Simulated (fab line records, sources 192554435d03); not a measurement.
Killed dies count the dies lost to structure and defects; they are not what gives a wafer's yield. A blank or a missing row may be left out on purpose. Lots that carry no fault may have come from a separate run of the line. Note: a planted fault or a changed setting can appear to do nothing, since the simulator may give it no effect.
Matching of chambers | flow n5 finfet | N5_BEOL_M4_DEP_57 on pecvd-04 has 3 sister chambers
The step deposits SiCN from 3MS/NH3, target thk 8 nm, time 14 s. 6 wafers are shown with their chamber, then 8 later ones without.

== EACH WAFER AND ITS CHAMBER ==
wafer  | chamber | showerhead plenum p Torr (Torr) | throttle valve pct (%)
L082.4 | 0       | 3.678                           | 9.1
L082.5 | 1       | 3.642                           | 8.6
L089.1 | 1       | 3.653                           | 8.5
L089.3 | 2       | 3.660                           | 9.2
L089.5 | 2       | 3.676                           | 9.0
L092.2 | 0       | 3.683                           | 9.2

== WAFERS MISSING THEIR CHAMBER ==
wafer  | showerhead plenum p Torr (Torr) | throttle valve pct (%)
L092.4 | 3.640                           | 8.7
L092.6 | 3.683                           | 9.2
L095.4 | 3.644                           | 8.6
L095.5 | 3.668                           | 8.8
L095.6 | 3.684                           | 9.3
L097.2 | 3.674                           | 8.6
L097.3 | 3.687                           | 9.3
L097.6 | 3.677                           | 9.0

== CHAMBER TAKEN BY EACH ==
wafer  | from the rows above          | in truth
L092.4 | 1                            | 1
L092.6 | can't be placed: 0 or 2      | 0
L095.4 | 1                            | 1
L095.5 | can't be placed: 2 or 1 or 0 | 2
L095.6 | can't be placed: 0 or 2      | 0
L097.2 | can't be placed: 1 or 2      | 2
L097.3 | can't be placed: 0 or 2      | 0
L097.6 | can't be placed: 2 or 0      | 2
Correct placement for 2 of the 8. These rows do not allow placing 6 (true chamber among the candidates in 6). 0 placed wrongly.
How it was worked out, from the rows above alone: a wafer's distance from a chamber is the root of the sum, over the readings, of the square of ((its reading less the chamber's mean) divided by the reading's scatter). If the next closest chamber is less than 2 further off than the closest, the wafer can't be placed; otherwise it belongs to the closest. Each chamber's mean is taken over the wafers shown for it. The scatter is the square root of a quotient: the sum, over the shown wafers, of each reading's squared deviation from its chamber's mean, divided by wafers minus chambers.
